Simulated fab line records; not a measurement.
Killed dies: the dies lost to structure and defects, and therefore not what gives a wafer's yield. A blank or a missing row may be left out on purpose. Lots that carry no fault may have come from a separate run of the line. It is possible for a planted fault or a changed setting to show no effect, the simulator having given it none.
3 desks looking at one fault || flow n5 finfet || each desk has only its own numbers; what lay behind them comes last

## THE DEFECT DESK
What the inspections along the route counted, lot by lot: means of the sampled wafers that have a number. A lot is out of limits, marked OUT, if its mean lies more than 4 standard deviations from the usual mean; the brackets give that distance.
Columns: A = raw defect count at N5_BEOL_M10_INSPECT_58, usual 68
{"lot": "L495", "first seen here": "day 11 17:57", "A": 98}
{"lot": "L494", "first seen here": "day 11 18:32", "A": 80}
{"lot": "L493", "first seen here": "day 11 20:41", "A": 53}
{"lot": "L498", "first seen here": "day 12 17:52", "A": 102}
{"lot": "L500", "first seen here": "day 13 17:00", "A": 60}
{"lot": "L503", "first seen here": "day 13 21:53", "A": 59}
{"lot": "L511", "first seen here": "day 17 03:15", "A": 48}
{"lot": "L510", "first seen here": "day 17 06:02", "A": 87}
{"lot": "L512", "first seen here": "day 17 11:04", "A": 103}
{"lot": "L515", "first seen here": "day 17 20:19", "A": 73}
{"lot": "L513", "first seen here": "day 17 21:08", "A": 65}
{"lot": "L514", "first seen here": "day 18 13:34", "A": 45}
Result from this desk: across the 12 lots, nothing is out of limits.

## DESK OF THE TOOL OWNER: litho track-02
The tool's own readings at N5_BEOL_M11_COAT_59 (time 60 s, resist thk 100 nm): means of the sampled wafers that have a number, for each lot that ran on this tool. A lot is out of limits, marked OUT, if its mean lies more than 4 standard deviations from the usual mean; the brackets give that distance.
Columns: A = chill plate temp C at N5_BEOL_M11_COAT_59, usual 23.00 C; B = heater power total W at N5_BEOL_M11_COAT_59, usual 500.7 W; C = plate temp C at N5_BEOL_M11_COAT_59, usual 250.02 C; D = spin speed rpm at N5_BEOL_M11_COAT_59, usual 1499.9 rpm
{"lot": "L495", "first seen here": "day 11 18:58", "A": 22.94, "B": 498.4, "C": 249.94, "D": 1499.9}
{"lot": "L494", "first seen here": "day 11 19:24", "A": 22.94, "B": 502.0, "C": 249.72, "D": 1500.2}
{"lot": "L498", "first seen here": "day 12 19:13", "A": 22.87, "B": 500.8, "C": 249.96, "D": 1500.6}
{"lot": "L500", "first seen here": "day 13 19:43", "A": 23.25, "B": "491.1 (-5.3) OUT", "C": "246.80 (-19) OUT", "D": 1499.6}
{"lot": "L503", "first seen here": "day 14 01:12", "A": 22.97, "B": "492.9 (-4.4) OUT", "C": "246.76 (-19) OUT", "D": 1499.1}
{"lot": "L512", "first seen here": "day 17 12:35", "A": 23.01, "B": 502.4, "C": 250.16, "D": 1500.3}
{"lot": "L513", "first seen here": "day 17 23:43", "A": 23.04, "B": 498.0, "C": 250.04, "D": 1500.8}
This desk finds L500, L503 out of limits, L500 being first, at day 13 19:43 (heater power total W at N5_BEOL_M11_COAT_59). Within limits: L495, L494, L498, L512, L513.

## THE METROLOGY DESK
Lot by lot, what the gauges showed, no matter which tool ran the lot: averages of those sampled wafers that carry a number. A lot is out of limits, marked OUT, if its mean lies more than 4 standard deviations from the usual mean; the brackets give that distance.
Columns: A = M10_THK at N5_BEOL_M10_THK_MEAS_53, usual 138.0 nm
{"lot": "L495", "first seen here": "day 11 17:47", "A": 135.7}
{"lot": "L494", "first seen here": "day 11 18:22", "A": 139.0}
{"lot": "L493", "first seen here": "day 11 20:31", "A": 138.5}
{"lot": "L498", "first seen here": "day 12 17:40", "A": 140.4}
{"lot": "L500", "first seen here": "day 13 16:50", "A": 134.6}
{"lot": "L503", "first seen here": "day 13 21:44", "A": 135.4}
{"lot": "L511", "first seen here": "day 17 03:04", "A": 138.3}
{"lot": "L510", "first seen here": "day 17 05:52", "A": 135.3}
{"lot": "L512", "first seen here": "day 17 10:53", "A": 137.4}
{"lot": "L515", "first seen here": "day 17 20:09", "A": 135.7}
{"lot": "L513", "first seen here": "day 17 20:56", "A": 138.8}
{"lot": "L514", "first seen here": "day 18 13:24", "A": 138.6}
Result from this desk: across the 12 lots, nothing is out of limits.

## ALL TOGETHER
At day 13 19:43, on L500, L503, the tool owner's desk was in a position to raise an alarm.
The defect desk saw nothing out of limits.
At the metrology desk, nothing out of limits was observed.
The defect desk has L500, L503 on record, within its limits.
The metrology desk holds a record of L500, L503, inside its limits.
All the named lots went through N5_BEOL_M11_COAT_59 on litho track-02.

## WHAT HAD BEEN PUT IN BY THE SIMULATOR
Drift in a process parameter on litho track-02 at N5_BEOL_M11_COAT_59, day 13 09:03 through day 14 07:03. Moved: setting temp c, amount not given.
Lots struck among those shown: L500, L503.
Hours from the fault's start to each desk's first reading out of limits: the tool owner's desk, 11.
